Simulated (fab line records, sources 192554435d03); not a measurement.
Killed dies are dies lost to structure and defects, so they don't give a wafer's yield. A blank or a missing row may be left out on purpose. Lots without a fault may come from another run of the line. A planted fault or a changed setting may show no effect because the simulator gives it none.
fab line records | flow n5_finfet
record lots=24 wafers=72 last_day=17
route steps=1938 shown FIN_SAQP@100
lots that met no fault: from a run of the same line without faults
start_h: hours from the record's first day to the start of the lot's first wafer shown | wait_h: hours since the lot's step before | " the same as in the row above | L1.1+2: a row that stands for several wafers | - no value, or no start given | * or withheld: withheld | < > ~ a bound
route shown NAME@n: a module of which the file shows steps, and the number in the route of the first | usual: mean/standard deviation of fault-free wafers | same: alike in all rows | chamber/n: place in a boat | sites: the reading at each site | _std_site: their standard deviation | _edge_site: outer sites' mean less inner sites' | radius_mm: how far each site lies from the wafer's centre | mask NAME#n: copy n | behind: the tool/chamber that last shaped the wafer | hold: why the lot was held/for how many hours/how that ended | device: the transistor (n, p or np) that didn't switch | end of line: the same wafers' tests at the end of the route | a step without rows: its recipe alone | killed: dies lost to structure and defects at the first sort, not the wafer's yield | map: a wafer's dies, x killed, . not, _ none there
set.NAME: the setting as run; set.NAME@STEP: as run at that earlier step | model.NAME: the simulator's own value behind a step, which no gauge read
steps of the route over a sample of lots; a table a step, a row a wafer
services: from which hour (start_h, from the record's first day; less than 0 if before it) a tool's chamber was out of use, for how many hours, and why
## steps
# step N5_FIN_SAQP_PECVD_06
# recipe material=a-Si target_thk_a=600 temp_c=400 precursor=SiH4/He pressure_torr=3 rf_w=100 time_s=48.1
# usual chamber_pressure_Torr=3.000/0.0067 heater_power_w=798/74 showerhead_plenum_p_Torr=5.66/0.036 throttle_valve_pct=18.5/1
# columns lot.wafer tool chamber start_h wait_h chamber_pressure_Torr heater_power_w showerhead_plenum_p_Torr throttle_valve_pct
L074.1 pecvd-02 2 21.82 0.0 2.996 649 5.68 17.6
L074.3 " 1 " " 2.999 836 5.70 19.7
L074.5 " 1 " " 3.001 862 5.68 19.6
L075.2 pecvd-02 1 27.91 0.0 3.014 783 5.69 19.4
L075.4 " 1 " " 3.008 779 5.67 19.4
L075.5 " 0 " " 2.998 828 5.69 18.8
L076.1 pecvd-02 2 34.83 0.0 2.997 679 5.66 17.7
L076.2 " 0 " " 3.012 825 5.67 18.9
L076.3 " 1 " " 3.006 758 5.69 19.7
L077.1 pecvd-04 2 39.37 0.0 3.000 878 5.67 17.3
L077.2 " 0 " " 2.993 850 5.64 19.3
L077.4 " 2 " " 3.007 859 5.67 17.1
L078.1 pecvd-01 0 45.16 0.0 3.002 949 5.71 18.4
L078.5 " 1 " " 3.001 652 5.55 17.0
L078.6 " 0 " " 2.998 913 5.71 18.2
L079.2 pecvd-04 0 51.08 0.0 3.000 866 5.65 19.0
L079.3 " 1 " " 2.994 793 5.66 19.9
L079.5 " 0 " " 3.007 838 5.64 19.2
L080.2 pecvd-01 0 57.06 0.0 2.991 836 5.71 18.3
L080.3 " 1 " " 2.992 681 5.54 17.0
L080.6 " 0 " " 2.998 831 5.71 18.4
L081.1 pecvd-04 0 65.23 0.0 2.997 860 5.65 19.0
L081.3 " 2 " " 3.000 834 5.67 16.9
L081.6 " 0 " " 2.994 840 5.63 19.0
L082.1 pecvd-01 2 68.87 0.0 3.004 780 5.67 17.5
L082.3 " 1 " " 3.003 686 5.55 16.9
L082.6 " 2 " " 2.999 811 5.68 17.2
L083.3 pecvd-04 0 75.66 0.0 3.004 883 5.66 19.2
L083.4 " 2 " " 3.010 847 5.67 17.4
L083.6 " 0 " " 2.993 848 5.65 18.8
L084.1 pecvd-04 1 81.13 0.0 2.991 774 5.64 19.8
L084.5 " 0 " " 3.003 768 5.62 18.9
L084.6 " 2 " " 3.007 900 5.68 17.4
L085.1 pecvd-02 0 87.95 0.0 3.007 873 5.67 18.9
L085.4 " 0 " " 3.012 832 5.66 18.8
L085.6 " 1 " " 2.988 817 5.69 19.2
L086.1 pecvd-02 1 94.16 0.0 3.000 868 5.68 19.3
L086.4 " 2 " " 3.007 656 5.67 17.5
L086.5 " 0 " " 2.988 801 5.68 19.2
L087.1 pecvd-04 2 102.00 0.0 3.002 781 5.67 17.3
L087.3 " 1 " " 2.995 736 5.66 19.6
L087.5 " 2 " " 2.999 782 5.66 17.5
L088.1 pecvd-04 1 106.39 0.0 3.002 798 5.67 19.8
L088.2 " 0 " " 2.994 821 5.65 19.0
L088.4 " 2 " " 3.002 834 5.67 17.1
L089.1 pecvd-02 1 112.31 0.0 2.993 861 5.69 19.6
L089.3 " 0 " " 3.001 902 5.67 19.0
L089.6 " 0 " " 3.003 860 5.66 19.0
L090.1 pecvd-02 2 118.02 0.0 3.006 704 5.69 17.9
L090.4 " 2 " " 3.001 713 5.68 17.6
L090.6 " 0 " " 3.011 748 5.67 18.9
L091.4 pecvd-04 0 123.33 0.0 2.995 847 5.65 19.0
L091.5 " 1 " " 3.009 772 5.65 19.6
L091.6 " 2 " " 2.999 773 5.66 17.3
L092.1 pecvd-04 1 129.67 0.0 2.994 790 5.66 19.9
L092.2 " 0 " " 3.007 823 5.64 18.9
L092.4 " 0 " " 3.003 821 5.65 18.7
L093.1 pecvd-04 1 135.05 0.0 2.987 774 5.68 19.7
L093.4 " 2 " " 2.996 854 5.68 17.4
L093.5 " 1 " " 3.000 767 5.67 19.9
L094.4 pecvd-01 1 140.98 0.0 3.005 736 5.55 16.8
L094.5 " 0 " " 2.992 933 5.72 18.6
L094.6 " 2 " " 2.991 797 5.66 17.7
L095.1 pecvd-04 1 146.98 0.0 3.006 808 5.67 19.7
L095.3 " 2 " " 3.001 869 5.68 17.3
L095.6 " 1 " " 2.988 795 5.66 19.5
L096.1 pecvd-04 2 153.34 0.0 3.003 825 5.66 17.4
L096.5 " 1 " " 2.996 762 5.67 19.6
L096.6 " 2 " " 3.005 803 5.67 17.2
L097.1 pecvd-04 2 158.74 0.0 3.008 866 5.69 17.2
L097.2 " 0 " " 2.996 886 5.65 18.8
L097.6 " 2 " " 2.997 865 5.67 17.5
# step N5_FIN_SAQP_DESCUM_21
# recipe chemistry=O2 time_s=7.9 source_power_w=50 bias_power_w=20 pressure_mtorr=20 rf_frequency_hz=2.712e+07 temp_c=40 resist=CAR-ArF o2_flow_sccm=225
# usual drypump_motor_current_A=5.8/0.44 oes_product_au=0.79/0.099 rf_vpp_V=243.0/1.3 showerhead_plenum_p_Torr=2.09/0.062 temp_c=39.99/0.12 throttle_valve_pct=20.4/0.31
# columns lot.wafer tool chamber start_h wait_h drypump_motor_current_A oes_product_au rf_hours_counter_h rf_vpp_V showerhead_plenum_p_Torr temp_c throttle_valve_pct
L074.1 rie_diel-04 0 22.70 0.0 5.7 0.70 215 243.5 2.06 40.09 20.7
L074.3 " 1 " " 6.4 0.71 231 241.4 1.99 39.83 20.9
L074.5 " 0 " " 5.6 0.70 - 242.3 2.06 40.07 20.7
L075.2 rie_diel-05 1 28.60 0.0 5.8 0.70 226 241.3 2.07 40.01 20.7
L075.4 " 2 " " 5.2 0.85 57 242.4 2.04 39.99 20.0
L075.5 " 2 " " 5.2 0.84 - 241.3 2.04 40.01 20.0
L076.1 rie_diel-05 3 35.70 0.2 5.7 0.75 148 245.7 2.18 39.97 20.5
L076.2 " 2 " " 5.2 0.83 61 241.2 2.04 39.88 20.0
L076.3 " 0 " " 5.5 0.96 4 244.3 2.12 40.14 19.7
L077.1 rie_diel-03 0 40.07 0.0 5.8 0.68 252 243.2 2.05 39.93 20.7
L077.2 " 1 " " 5.1 0.75 170 244.1 2.10 39.97 20.5
L077.4 " 3 " " 6.3 0.75 - 243.8 2.08 40.17 20.5
L078.1 rie_diel-05 1 45.83 0.1 5.8 0.70 229 242.6 2.07 39.93 20.7
L078.5 " 1 " " 5.8 0.69 - 242.4 2.07 40.13 20.7
L078.6 " 2 " " 5.2 0.83 - 241.6 2.04 39.95 20.0
L079.2 rie_diel-03 3 51.75 0.0 6.3 0.74 175 241.7 2.08 39.92 20.5
L079.3 " 2 " " 6.6 0.97 4 240.9 2.06 39.92 20.2
L079.5 " 3 " " 6.4 0.74 - 243.1 2.08 40.12 20.5
L080.2 rie_diel-05 3 58.33 0.6 5.6 0.75 154 245.0 2.17 40.16 20.5
L080.3 " 1 " " 5.8 0.69 233 242.9 2.07 40.03 20.7
L080.6 " 2 " " 5.2 0.83 - 242.4 2.04 40.03 20.1
L081.1 rie_diel-05 3 66.01 0.3 5.6 0.75 156 242.2 2.17 40.23 20.5
L081.3 " 0 " " 5.5 0.92 13 244.1 2.12 39.84 19.7
L081.6 " 2 " " 5.2 0.83 - 242.1 2.04 40.02 20.0
L082.1 rie_diel-04 3 69.57 0.1 5.9 0.74 183 243.4 2.17 39.94 20.8
L082.3 " 0 " " 5.7 0.69 234 242.8 2.06 40.09 20.7
L082.6 " 3 " " 5.9 0.73 - 244.8 2.17 39.73 20.8
L083.3 rie_diel-03 2 76.33 0.0 6.6 0.93 14 242.5 2.06 40.10 20.2
L083.4 " 1 " " 5.2 0.73 186 243.5 2.10 39.88 20.5
L083.6 " 2 " " 6.6 0.93 - 243.4 2.06 40.05 20.2
L084.1 rie_diel-05 3 81.80 0.0 5.6 0.74 162 244.7 2.17 39.96 20.5
L084.5 " 3 " " 5.7 0.73 - 245.2 2.17 39.89 20.5
L084.6 " 2 " " 5.2 0.82 - 242.2 2.04 40.08 20.0
L085.1 rie_diel-03 3 88.49 0.0 6.3 0.73 190 244.3 2.08 39.96 20.5
L085.4 " 0 " " 5.8 0.95 10 242.6 2.05 40.11 20.3
L085.6 " 1 " " 5.1 0.73 - 243.0 2.10 39.84 20.5
L086.1 rie_diel-04 2 94.71 0.0 5.9 0.69 214 240.9 2.01 39.89 20.4
L086.4 " 1 " " 6.4 0.99 2 244.6 2.25 40.21 20.6
L086.5 " 2 " " 5.9 0.69 - 241.9 2.01 39.94 20.5
L087.1 rie_diel-04 1 102.67 0.0 6.4 0.95 6 246.2 2.24 39.90 20.6
L087.3 " 2 " " 5.9 0.67 218 241.5 2.01 39.98 20.4
L087.5 " 2 " " 5.9 0.68 - 240.4 2.01 39.80 20.4
L088.1 rie_diel-05 2 107.09 0.0 5.2 0.80 84 240.7 2.03 39.84 20.1
L088.2 " 0 " " 5.5 0.90 27 243.6 2.11 40.02 19.7
L088.4 " 0 " " 5.5 0.89 - 244.4 2.11 40.17 19.7
L089.1 rie_diel-04 3 113.06 0.2 5.9 0.72 200 243.7 2.16 40.16 20.8
L089.3 " 1 " " 6.4 0.95 10 245.0 2.24 39.91 20.6
L089.6 " 0 " " 5.7 0.68 - 240.7 2.05 39.90 20.8
L090.1 rie_diel-03 1 118.69 0.0 5.1 0.72 199 242.6 2.09 39.84 20.5
L090.4 " 0 " " 5.8 0.92 19 242.5 2.04 39.93 20.3
L090.6 " 1 " " 5.1 0.72 - 243.4 2.09 39.96 20.5
L091.4 rie_diel-04 3 124.24 0.3 5.9 0.72 - 242.4 2.16 39.87 20.8
L091.5 " 2 " " 5.9 0.67 - 241.0 2.00 39.99 20.5
L091.6 " 1 " " 6.4 0.92 - 245.2 2.24 40.06 20.6
L092.1 rie_diel-05 3 130.30 0.1 5.6 0.71 180 243.2 2.17 40.10 20.5
L092.2 " 0 " " 5.5 0.88 34 244.6 2.11 39.84 19.7
L092.4 " 1 " " 5.8 0.96 2 241.3 2.06 39.87 20.3
L093.1 rie_diel-03 3 135.73 0.0 6.3 0.71 206 243.2 2.07 40.22 20.5
L093.4 " 1 " " 5.1 0.72 206 242.4 2.09 39.95 20.5
L093.5 " 2 " " 6.6 0.89 - 242.4 2.05 39.95 20.2
L094.4 rie_diel-03 2 141.70 0.1 6.6 0.88 37 242.9 2.05 40.04 20.2
L094.5 " 0 " " 5.8 0.90 - 243.3 2.04 40.21 20.3
L094.6 " 3 " " 6.3 0.71 - 241.6 2.07 40.04 20.5
L095.1 rie_diel-04 1 147.66 0.0 6.4 0.90 24 244.7 2.24 39.99 20.6
L095.3 " 0 " " 5.7 0.97 4 241.5 2.05 40.02 20.5
L095.6 " 1 " " 6.4 0.90 - 246.3 2.24 39.94 20.6
L096.1 rie_diel-03 0 154.01 0.0 5.8 0.89 30 242.0 2.04 40.02 20.4
L096.5 " 3 " " 6.3 0.71 - 241.7 2.07 39.95 20.5
L096.6 " 0 " " 5.8 0.89 - 243.5 2.04 39.82 20.3
L097.1 rie_diel-05 3 159.42 0.0 5.6 0.72 190 243.8 2.16 39.80 20.5
L097.2 " 0 " " 5.5 0.86 45 244.5 2.10 40.05 19.7
L097.6 " 0 " " 5.5 0.87 - 244.0 2.10 40.08 19.7
# step N5_FIN_SAQP_CD_MEAS_27
# recipe target_cd_nm=20 landing_energy_ev=1000 detector=se_inlens polarity=line
# usual cd_nm=20.31/0.26
# same landing_energy_ev=1000
# columns lot.wafer tool chamber start_h wait_h cd_nm
L074.1 cd_sem-03 0 24.95 0.1 19.87
L074.3 " 0 " " 20.21
L074.5 " 0 " " 20.19
L075.2 cd_sem-02 0 32.00 0.1 20.15
L075.4 " 0 " " 20.54
L075.5 " 0 " " 20.14
L076.1 cd_sem-02 0 38.49 0.1 20.17
L076.2 " 0 " " 20.14
L076.3 " 0 " " 20.14
L077.1 cd_sem-03 0 42.58 0.1 20.56
L077.2 " 0 " " 20.03
L077.4 " 0 " " 20.12
L078.1 cd_sem-03 0 47.89 0.1 20.35
L078.5 " 0 " " 20.77
L078.6 " 0 " " 20.80
L079.2 cd_sem-03 0 54.68 0.1 20.92
L079.3 " 0 " " 20.36
L079.5 " 0 " " 20.45
L080.2 cd_sem-01 0 61.91 0.1 20.13
L080.3 " 0 " " 19.85
L080.6 " 0 " " 20.04
L081.1 cd_sem-02 0 68.02 0.1 20.21
L081.3 " 0 " " 20.23
L081.6 " 0 " " 19.83
L082.1 cd_sem-03 0 71.64 0.1 20.26
L082.3 " 0 " " 20.24
L082.6 " 0 " " 20.11
L083.3 cd_sem-02 0 78.41 0.1 20.23
L083.4 " 0 " " 20.92
L083.6 " 0 " " 20.20
L084.1 cd_sem-02 0 83.88 0.1 20.19
L084.5 " 0 " " 19.95
L084.6 " 0 " " 20.79
L085.1 cd_sem-02 0 91.03 0.1 20.49
L085.4 " 0 " " 20.29
L085.6 " 0 " " 20.50
L086.1 cd_sem-03 0 97.62 0.1 20.05
L086.4 " 0 " " 20.58
L086.5 " 0 " " 19.67
L087.1 cd_sem-02 0 105.19 0.1 19.92
L087.3 " 0 " " 20.38
L087.5 " 0 " " 20.08
L088.1 cd_sem-02 0 109.23 0.1 19.75
L088.2 " 0 " " 20.19
L088.4 " 0 " " 20.43
L089.1 cd_sem-01 0 115.26 0.1 20.04
L089.3 " 0 " " 20.28
L089.6 " 0 " " 20.69
L090.1 cd_sem-03 0 120.96 0.1 20.73
L090.4 " 0 " " 20.03
L090.6 " 0 " " 20.40
L091.4 cd_sem-02 0 126.81 0.1 20.08
L091.5 " 0 " " 20.56
L091.6 " 0 " " 20.31
L092.1 cd_sem-02 0 132.67 0.1 20.37
L092.2 " 0 " " 20.24
L092.4 " 0 " " 20.86
L093.1 cd_sem-03 0 138.93 0.1 20.43
L093.4 " 0 " " 20.60
L093.5 " 0 " " 20.54
L094.4 cd_sem-03 0 143.98 0.1 20.43
L094.5 " 0 " " 20.37
L094.6 " 0 " " 20.17
L095.1 cd_sem-03 0 149.66 0.1 20.40
L095.3 " 0 " " 20.08
L095.6 " 0 " " 20.51
L096.1 cd_sem-01 0 156.01 0.1 20.47
L096.5 " 0 " " 20.36
L096.6 " 0 " " 19.97
L097.1 cd_sem-02 0 161.59 0.1 20.74
L097.2 " 0 " " 19.97
L097.6 " 0 " " 20.39
# step N5_FIN_SAQP_RECESS_71
# recipe chemistry=HF/NH3 target=SiO2 target_depth_a=30 afs_cycles=1 temp_c=30 sublimation_temp_c=180 sublimation_time_s=60
# usual drypump_motor_current_A=5.96/0.17 temp_c=30.00/0.12
# columns lot.wafer tool chamber start_h wait_h drypump_motor_current_A temp_c
L074.1 vapor_etch-01 0 26.09 0.0 5.70 29.97
L074.3 " 1 " " 5.91 29.96
L074.5 " 1 " " 5.89 30.16
L075.2 vapor_etch-01 0 32.89 0.0 5.69 29.92
L075.4 " 1 " " 5.94 30.00
L075.5 " 0 " " 5.70 30.04
L076.1 vapor_etch-01 1 39.37 0.0 5.96 30.11
L076.2 " 0 " " 5.70 29.95
L076.3 " 0 " " 5.71 30.02
L077.1 vapor_etch-01 0 44.08 0.0 5.72 29.98
L077.2 " 1 " " 5.93 30.04
L077.4 " 0 " " 5.71 29.99
L078.1 vapor_etch-01 1 48.78 0.0 5.94 30.21
L078.5 " 0 " " 5.71 29.88
L078.6 " 1 " " 5.96 30.10
L079.2 vapor_etch-01 0 55.99 0.0 5.70 29.75
L079.3 " 1 " " 5.95 29.90
L079.5 " 1 " " 5.95 29.88
L080.2 vapor_etch-02 1 62.78 0.0 6.18 30.08
L080.3 " 1 " " 6.18 29.97
L080.6 " 0 " " 5.97 29.81
L081.1 vapor_etch-01 1 69.04 0.0 5.96 30.08
L081.3 " 1 " " 5.96 29.99
L081.6 " 1 " " 5.98 29.98
L082.1 vapor_etch-01 0 72.54 0.0 5.71 30.04
L082.3 " 0 " " 5.73 29.97
L082.6 " 0 " " 5.71 29.97
L083.3 vapor_etch-02 0 79.47 0.1 5.96 30.07
L083.4 " 1 " " 6.20 30.06
L083.6 " 0 " " 5.96 29.91
L084.1 vapor_etch-02 0 84.98 0.0 5.99 29.94
L084.5 " 1 " " 6.19 29.82
L084.6 " 0 " " 5.97 30.17
L085.1 vapor_etch-02 1 91.91 0.0 6.22 30.09
L085.4 " 1 " " 6.22 29.90
L085.6 " 0 " " 5.99 29.93
L086.1 vapor_etch-02 1 98.66 0.1 6.21 30.02
L086.4 " 1 " " 6.22 29.97
L086.5 " 0 " " 5.96 29.93
L087.1 vapor_etch-02 0 106.08 0.0 5.97 30.07
L087.3 " 0 " " 5.99 30.13
L087.5 " 1 " " 6.21 29.97
L088.1 vapor_etch-02 0 110.17 0.0 6.00 30.06
L088.2 " 1 " " 6.17 30.05
L088.4 " 0 " " 5.96 30.00
L089.1 vapor_etch-02 0 116.34 0.2 5.96 30.08
L089.3 " 1 " " 6.21 29.87
L089.6 " 0 " " 5.96 29.95
L090.1 vapor_etch-02 0 121.94 0.0 5.98 30.05
L090.4 " 1 " " 6.20 29.98
L090.6 " 0 " " 5.99 30.05
L091.4 vapor_etch-02 0 127.72 0.1 5.92 29.98
L091.5 " 1 " " 6.19 30.16
L091.6 " 0 " " 5.97 30.12
L092.1 vapor_etch-02 0 133.55 0.0 5.99 30.15
L092.2 " 1 " " 6.22 30.12
L092.4 " 0 " " 5.97 30.05
L093.1 vapor_etch-02 0 139.81 0.0 5.96 30.14
L093.4 " 1 " " 6.19 29.99
L093.5 " 1 " " 6.20 30.00
L094.4 vapor_etch-01 0 145.13 0.1 5.71 30.06
L094.5 " 1 " " 5.94 29.75
L094.6 " 0 " " 5.73 30.12
L095.1 vapor_etch-01 0 150.54 0.0 5.72 29.93
L095.3 " 0 " " 5.70 29.99
L095.6 " 1 " " 5.95 29.97
L096.1 vapor_etch-01 1 157.11 0.0 5.94 30.08
L096.5 " 0 " " 5.68 29.92
L096.6 " 1 " " 5.95 30.10
L097.1 vapor_etch-02 1 162.49 0.0 6.17 30.04
L097.2 " 0 " " 5.95 29.88
L097.6 " 1 " " 6.19 30.28
# step N5_FIN_SAQP_CD_MEAS_31
# recipe target_cd_nm=8 landing_energy_ev=1000 detector=se_inlens polarity=line
# usual cd_nm=8.07/0.23
# same landing_energy_ev=1000
# columns lot.wafer tool chamber start_h wait_h cd_nm
L074.1 cd_sem-01 0 26.80 0.1 8.16
L074.3 " 0 " " 7.83
L074.5 " 0 " " 7.56
L075.2 cd_sem-02 0 33.68 0.1 8.19
L075.4 " 0 " " 7.87
L075.5 " 0 " " 8.18
L076.1 cd_sem-03 0 40.05 0.1 8.05
L076.2 " 0 " " 7.85
L076.3 " 0 " " 8.37
L077.1 cd_sem-03 0 44.75 0.1 7.91
L077.2 " 0 " " 7.95
L077.4 " 0 " " 8.31
L078.1 cd_sem-02 0 50.63 0.1 8.31
L078.5 " 0 " " 7.94
L078.6 " 0 " " 7.82
L079.2 cd_sem-03 0 57.08 0.1 8.02
L079.3 " 0 " " 7.94
L079.5 " 0 " " 8.34
L080.2 cd_sem-03 0 63.45 0.1 8.33
L080.3 " 0 " " 7.85
L080.6 " 0 " " 8.20
L081.1 cd_sem-02 0 69.70 0.1 8.01
L081.3 " 0 " " 7.97
L081.6 " 0 " " 7.99
L082.1 cd_sem-01 0 73.31 0.1 8.33
L082.3 " 0 " " 8.06
L082.6 " 0 " " 8.15
L083.3 cd_sem-02 0 80.31 0.1 8.28
L083.4 " 0 " " 8.02
L083.6 " 0 " " 8.04
L084.1 cd_sem-02 0 85.65 0.1 8.40
L084.5 " 0 " " 8.13
L084.6 " 0 " " 7.56
L085.1 cd_sem-02 0 94.12 0.1 7.71
L085.4 " 0 " " 7.72
L085.6 " 0 " " 7.89
L086.1 cd_sem-03 0 102.05 0.1 8.34
L086.4 " 0 " " 8.09
L086.5 " 0 " " 8.00
L087.1 cd_sem-01 0 106.75 0.1 8.46
L087.3 " 0 " " 7.72
L087.5 " 0 " " 7.84
L088.1 cd_sem-02 0 110.96 0.1 8.42
L088.2 " 0 " " 7.78
L088.4 " 0 " " 7.97
L089.1 cd_sem-03 0 117.00 0.1 8.20
L089.3 " 0 " " 7.98
L089.6 " 0 " " 8.16
L090.1 cd_sem-03 0 122.60 0.1 8.12
L090.4 " 0 " " 7.94
L090.6 " 0 " " 7.96
L091.4 cd_sem-01 0 128.36 0.1 8.55
L091.5 " 0 " " 7.51
L091.6 " 0 " " 8.50
L092.1 cd_sem-02 0 134.21 0.1 7.84
L092.2 " 0 " " 8.26
L092.4 " 0 " " 7.60
L093.1 cd_sem-03 0 140.48 0.1 7.77
L093.4 " 0 " " 7.98
L093.5 " 0 " " 8.30
L094.4 cd_sem-01 0 145.88 0.1 8.25
L094.5 " 0 " " 7.72
L094.6 " 0 " " 8.16
L095.1 cd_sem-02 0 151.39 0.1 7.81
L095.3 " 0 " " 8.28
L095.6 " 0 " " 8.32
L096.1 cd_sem-03 0 157.79 0.1 8.19
L096.5 " 0 " " 8.29
L096.6 " 0 " " 8.36
L097.1 cd_sem-03 0 163.16 0.1 8.06
L097.2 " 0 " " 8.04
L097.6 " 0 " " 8.19
# step N5_FIN_SAQP_ETCH_34
# recipe chemistry=C4F6/O2 target=SiO2 target_depth_a=450 time_s=15 ion_energy_ev=250 pressure_mtorr=30 source_w=345 bias_w=185 Ar_flow_sccm=300 C4F6_flow_sccm=10 O2_flow_sccm=10 ends=cleared
# usual drypump_motor_current_A=5.8/0.44 etch_rf_on_time_s=14.92/0.29 oes_product_au=0.67/0.085 rf_vpp_V=667/16 showerhead_plenum_p_Torr=2.84/0.078 throttle_valve_pct=21.07/0.24
# columns lot.wafer tool chamber start_h wait_h drypump_motor_current_A etch_rf_on_time_s oes_product_au rf_hours_counter_h rf_vpp_V showerhead_plenum_p_Torr throttle_valve_pct
L074.1 rie_diel-05 3 26.91 0.0 5.6 14.57 0.66 145 689 2.93 20.99
L074.3 " 2 " " 5.2 15.49 0.71 57 661 2.78 20.62
L074.5 " 1 " " 5.8 15.63 0.58 - 656 2.81 21.35
L075.2 rie_diel-04 3 33.80 0.0 6.0 15.23 0.63 170 662 2.96 21.36
L075.4 " 0 " " 5.7 15.18 0.60 220 678 2.81 21.42
L075.5 " 3 " " 6.0 15.26 0.63 - 661 2.95 21.37
L076.1 rie_diel-05 1 40.18 0.0 5.8 15.52 0.59 227 654 2.81 21.36
L076.2 " 2 " " 5.2 15.27 0.72 61 660 2.78 20.63
L076.3 " 3 " " 5.6 14.68 0.66 149 689 2.93 21.00
L077.1 rie_diel-03 2 44.87 0.0 6.6 14.64 0.84 1 682 2.82 20.84
L077.2 " 3 " " 6.3 14.68 0.64 172 631 2.83 21.10
L077.4 " 3 " " 6.3 14.62 0.63 - 633 2.83 21.10
L078.1 rie_diel-03 1 50.81 0.0 5.2 14.67 0.65 175 675 2.84 21.03
L078.5 " 2 " " 6.6 14.80 0.81 - 682 2.81 20.87
L078.6 " 1 " " 5.1 14.75 0.64 - 673 2.84 21.02
L079.2 rie_diel-03 3 57.61 0.0 6.3 14.51 0.63 178 632 2.83 21.10
L079.3 " 1 " " 5.1 14.51 0.64 179 674 2.84 21.05
L079.5 " 2 " " 6.6 14.60 0.81 - 681 2.81 20.88
L080.2 rie_diel-04 0 63.57 0.0 5.7 15.17 0.59 231 679 2.81 21.43
L080.3 " 1 " " 6.4 15.14 0.59 246 668 2.68 21.43
L080.6 " 0 " " 5.7 15.24 0.59 - 677 2.81 21.42
L081.1 rie_diel-05 1 69.85 0.0 5.8 15.56 0.58 236 654 2.81 21.36
L081.3 " 0 " " 5.4 14.70 0.80 14 681 2.94 20.66
L081.6 " 1 " " 5.8 15.61 0.58 - 655 2.81 21.35
L082.1 rie_diel-04 2 73.45 0.0 5.9 15.19 0.59 206 663 2.73 21.01
L082.3 " 1 " " 6.4 15.24 0.59 250 669 2.68 21.43
L082.6 " 2 " " 5.9 15.21 0.59 - 663 2.73 20.99
L083.3 rie_diel-05 2 80.43 0.0 5.2 15.21 0.70 75 660 2.77 20.66
L083.4 " 1 " " 5.8 15.71 0.57 241 652 2.81 21.37
L083.6 " 1 " " 5.8 15.69 0.57 - 655 2.81 21.36
L084.1 rie_diel-04 3 85.77 0.0 5.9 14.94 0.62 190 661 2.95 21.41
L084.5 " 3 " " 6.0 14.93 0.62 - 663 2.95 21.39
L084.6 " 0 " " 5.7 14.94 0.59 - 676 2.81 21.46
L085.1 rie_diel-04 3 94.24 0.0 6.0 14.96 0.61 192 660 2.94 21.42
L085.4 " 0 " " 5.7 15.20 0.58 243 678 2.80 21.44
L085.6 " 3 " " 6.0 15.07 0.61 - 661 2.94 21.41
L086.1 rie_diel-03 2 102.17 0.0 6.6 14.92 0.76 23 680 2.81 20.89
L086.4 " 1 " " 5.2 14.80 0.63 194 672 2.83 21.05
L086.5 " 2 " " 6.6 14.92 0.75 - 681 2.81 20.88
L087.1 rie_diel-05 2 106.87 0.0 5.2 15.31 0.69 84 660 2.77 20.66
L087.3 " 0 " " 5.5 14.68 0.78 27 681 2.93 20.69
L087.5 " 3 " " 5.7 14.77 0.64 - 688 2.92 21.02
L088.1 rie_diel-05 2 111.08 0.0 5.2 15.63 0.68 86 661 2.77 20.66
L088.2 " 3 " " 5.7 14.95 0.62 172 690 2.92 21.04
L088.4 " 3 " " 5.7 14.88 0.63 - 689 2.92 21.03
L089.1 rie_diel-03 3 117.12 0.0 6.3 14.83 0.61 200 631 2.82 21.14
L089.3 " 1 " " 5.2 14.68 0.63 198 675 2.83 21.07
L089.6 " 3 " " 6.3 14.83 0.61 - 631 2.82 21.12
L090.1 rie_diel-03 2 122.91 0.0 6.6 14.81 0.75 30 681 2.80 20.90
L090.4 " 1 " " 5.2 14.71 0.63 201 673 2.83 21.05
L090.6 " 0 " " 5.8 14.49 0.78 - 666 2.81 21.13
L091.4 rie_diel-04 1 128.54 0.0 6.4 14.53 0.80 - 680 3.01 21.12
L091.5 " 2 " " 5.9 15.04 0.58 - 662 2.72 21.02
L091.6 " 3 " " 5.9 14.91 0.61 - 661 2.94 21.43
L092.1 rie_diel-03 2 134.33 0.0 6.6 14.96 0.73 35 682 2.80 20.88
L092.2 " 1 " " 5.1 14.79 0.62 205 674 2.83 21.08
L092.4 " 0 " " 5.8 14.60 0.77 24 667 2.80 21.14
L093.1 rie_diel-04 2 140.60 0.0 5.9 15.01 0.57 233 661 2.72 21.02
L093.4 " 3 " " 5.9 14.77 0.61 211 659 2.94 21.43
L093.5 " 0 " " 5.7 14.53 0.86 - 676 2.80 21.15
L094.4 rie_diel-03 3 146.02 0.0 6.3 14.84 0.61 209 631 2.81 21.14
L094.5 " 0 " " 5.8 14.72 0.76 - 666 2.80 21.12
L094.6 " 3 " " 6.3 14.80 0.61 - 631 2.81 21.16
L095.1 rie_diel-04 1 151.51 0.0 6.4 14.86 0.78 25 679 3.00 21.12
L095.3 " 0 " " 5.7 14.59 0.84 5 677 2.80 21.17
L095.6 " 3 " " 5.9 15.03 0.61 - 661 2.93 21.45
L096.1 rie_diel-05 0 157.91 0.0 5.5 14.75 0.75 44 682 2.92 20.69
L096.5 " 3 " " 5.6 14.88 0.62 - 688 2.91 21.06
L096.6 " 0 " " 5.5 14.84 0.75 - 683 2.92 20.72
L097.1 rie_diel-03 0 163.28 0.0 5.8 14.74 0.75 34 665 2.80 21.15
L097.2 " 2 " " 6.6 14.77 0.73 46 681 2.80 20.93
L097.6 " 1 " " 5.2 14.77 0.61 - 673 2.82 21.08
## services
# columns tool chamber start_h hours kind
pecvd-01 2 5.39 23.7 repair
rie_diel-05 - 10.83 2.3 repair
pecvd-01 - 21.41 2.8 pm
rie_diel-03 2 23.09 - clean
rie_diel-03 2 23.09 - consumable_replace:focus_ring
rie_diel-03 2 23.09 20.1 scheduled_down
rie_diel-03 2 23.09 20.1 vent_cycle
pecvd-02 - 24.12 1.2 repair
pecvd-04 - 27.16 1.7 repair
rie_diel-05 1 31.28 5.0 repair
rie_diel-03 0 43.20 - clean
rie_diel-03 0 43.20 - consumable_replace:focus_ring
rie_diel-03 0 43.20 18.4 scheduled_down
rie_diel-03 0 43.20 18.4 vent_cycle
vapor_etch-02 - 43.66 0.7 repair
rie_diel-05 - 55.14 2.8 pm
rie_diel-04 0 96.43 3.4 repair
rie_diel-05 1 106.79 - clean
rie_diel-05 1 106.79 - consumable_replace:focus_ring
rie_diel-05 1 106.79 17.9 scheduled_down
rie_diel-05 1 106.79 17.9 vent_cycle
pecvd-01 2 123.12 15.9 repair
vapor_etch-01 - 133.30 4.3 pm
rie_diel-03 0 151.36 2.6 repair
## key
fault none
